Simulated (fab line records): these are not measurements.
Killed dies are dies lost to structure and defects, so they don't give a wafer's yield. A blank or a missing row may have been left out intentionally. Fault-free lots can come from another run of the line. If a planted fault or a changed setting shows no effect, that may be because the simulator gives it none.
Matching of chambers || flow nand-harc || NHARC_P_CONTACT_CMP_01 on cmp-01: 4 sister chambers
The step polishes SiO2, target thk 200 nm. 4 wafers are shown with their chamber, then 7 later ones without.

## WAFERS, EACH WITH ITS CHAMBER
{"wafer": "L613.1", "chamber": 3, "motor-current-A (A)": 12.1}
{"wafer": "L616.3", "chamber": 0, "motor-current-A (A)": 12.0}
{"wafer": "L615.2", "chamber": 1, "motor-current-A (A)": 10.7}
{"wafer": "L615.3", "chamber": 2, "motor-current-A (A)": 10.6}

## WAFERS WITH NO CHAMBER GIVEN
{"wafer": "L615.5", "motor-current-A (A)": 13.1}
{"wafer": "L624.1", "motor-current-A (A)": 11.3}
{"wafer": "L624.4", "motor-current-A (A)": 11.9}
{"wafer": "L624.5", "motor-current-A (A)": 12.2}
{"wafer": "L625.1", "motor-current-A (A)": 11.8}
{"wafer": "L625.5", "motor-current-A (A)": 11.7}
{"wafer": "L625.6", "motor-current-A (A)": 11.2}

## THE CHAMBER EACH PASSED THROUGH
{"wafer": "L615.5", "from the rows above": "can't be placed: 3 or 0", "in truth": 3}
{"wafer": "L624.1", "from the rows above": "can't be placed: 1 or 0 or 2 or 3", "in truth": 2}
{"wafer": "L624.4", "from the rows above": "can't be placed: 0 or 3", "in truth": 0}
{"wafer": "L624.5", "from the rows above": "can't be placed: 3 or 0", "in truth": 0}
{"wafer": "L625.1", "from the rows above": "can't be placed: 0 or 3 or 1 or 2", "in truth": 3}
{"wafer": "L625.5", "from the rows above": "can't be placed: 0 or 3 or 1 or 2", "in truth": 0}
{"wafer": "L625.6", "from the rows above": "can't be placed: 1 or 2 or 0 or 3", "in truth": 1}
Correct placement for 0 of the 7. Cannot be placed on the basis of these rows: 7; the candidates contain the true chamber in 7. Wrongly placed: 0.
How it was worked out, from the rows above alone: a wafer's distance from a chamber is the root of the sum, over the readings, of the square of ((its reading less the chamber's mean) divided by the reading's scatter). If the next closest chamber is less than 2 further off than the closest, the wafer can't be placed; otherwise it belongs to the closest. A chamber's mean is the mean of its shown wafers. The scatter (one wafer shown for each chamber): square how far every hidden wafer sits from the nearest shown wafer, average those squares and take the square root.
